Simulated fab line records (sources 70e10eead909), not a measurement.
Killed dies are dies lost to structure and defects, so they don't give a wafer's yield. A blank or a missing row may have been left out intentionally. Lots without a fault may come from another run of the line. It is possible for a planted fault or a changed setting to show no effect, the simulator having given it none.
Which tool is to blame?	flow nand_harc	6 lots with 17 wafers sampled at 5 steps, on a route of 1302 steps

WHAT THE GAUGES SHOWED, per wafer
NHARC_END_SORT_01.
lot	measured	on	killed_at_array
L189	day 27 15:37	prober-01	59 290 88
L199	day 32 20:40	prober-01	64

WHICH TOOL RAN EACH LOT (tool, then ch and the chambers of the sampled wafers, then the start)
lot	NHARC_A_STAIRCASE_ETCH_15	NHARC_A_STAIRCASE_TRIM_16	NHARC_A_STAIRCASE_ETCH_21	NHARC_A_STAIRCASE_ETCH_27
L181	rie_diel-01 ch 2,3, day 16 03:25 or earlier	rie_diel-01 ch 0,2, day 16 03:25 or earlier	rie_diel-06 ch 1,3, day 16 03:25 or earlier	rie_diel-06 ch 1,2,3, day 16 03:25
L185	rie_diel-04 ch 0,1,3, day 17 15:16 or earlier	rie_diel-04 ch 2,3, day 17 15:16 or earlier	rie_diel-04 ch 2,3, day 17 15:16 or earlier	rie_diel-04 ch 0,1,3, day 17 15:16
L189	rie_diel-01 ch 0,2, day 19 00:22 or earlier	rie_diel-01 ch 2,3, day 19 00:22 or earlier	rie_diel-01 ch 1,3, day 19 00:22 or earlier	rie_diel-01 ch 2,3, day 19 00:22
L191	rie_diel-04 ch 1,2, day 20 06:24 or earlier	rie_diel-04 ch 1,2, day 20 06:24 or earlier	rie_diel-01 ch 0,1, day 20 06:24 or earlier	rie_diel-01 ch 0,2, day 20 06:24
L199	rie_diel-06 ch 1,2, day 23 15:05 or earlier	rie_diel-06 ch 0,1, day 23 15:05 or earlier	rie_diel-01 ch 0,2,3, day 23 15:05 or earlier	rie_diel-01 ch 0,1,3, day 23 15:05
L201	rie_diel-04 ch 1,2,3, day 24 09:38 or earlier	rie_diel-04 ch 0,2, day 24 09:38 or earlier	rie_diel-06 ch 0,2,3, day 24 09:38 or earlier	rie_diel-06 ch 0,1,3, day 24 09:38
- NHARC_A_STAIRCASE_ETCH_15: etches the open film in C4F8/O2, target depth 100 nm, time 40.5 s.
- NHARC_A_STAIRCASE_TRIM_16: chemistry O2, time 211.2 s.
- NHARC_A_STAIRCASE_ETCH_21: etches the open film in C4F8/O2, target depth 100 nm, time 40.5 s.
- NHARC_A_STAIRCASE_ETCH_27: etches the open film in C4F8/O2, target depth 100 nm, time 40.5 s.

THE ANSWER, worked out from the rows above alone
Rule: the usual values come from the lots themselves. Put in order of their means at a reading, lots are off if they are a third of the lots or fewer, leave a main group of 4 or more, and stand apart from it by a gap of 3 or more times the standard deviation of the main group's means; of several such gaps the widest counts. A main group whose means are all the same, to the digits that the tables above print for the reading, isn't used. Also off: a lot with no number at a reading for which 4 or more lots have one. Any other lot the step has rows for is counted as sound.
No lot is off on any of the readings shown, so nothing can be concluded from this.

WHAT THE SIMULATOR PUT IN
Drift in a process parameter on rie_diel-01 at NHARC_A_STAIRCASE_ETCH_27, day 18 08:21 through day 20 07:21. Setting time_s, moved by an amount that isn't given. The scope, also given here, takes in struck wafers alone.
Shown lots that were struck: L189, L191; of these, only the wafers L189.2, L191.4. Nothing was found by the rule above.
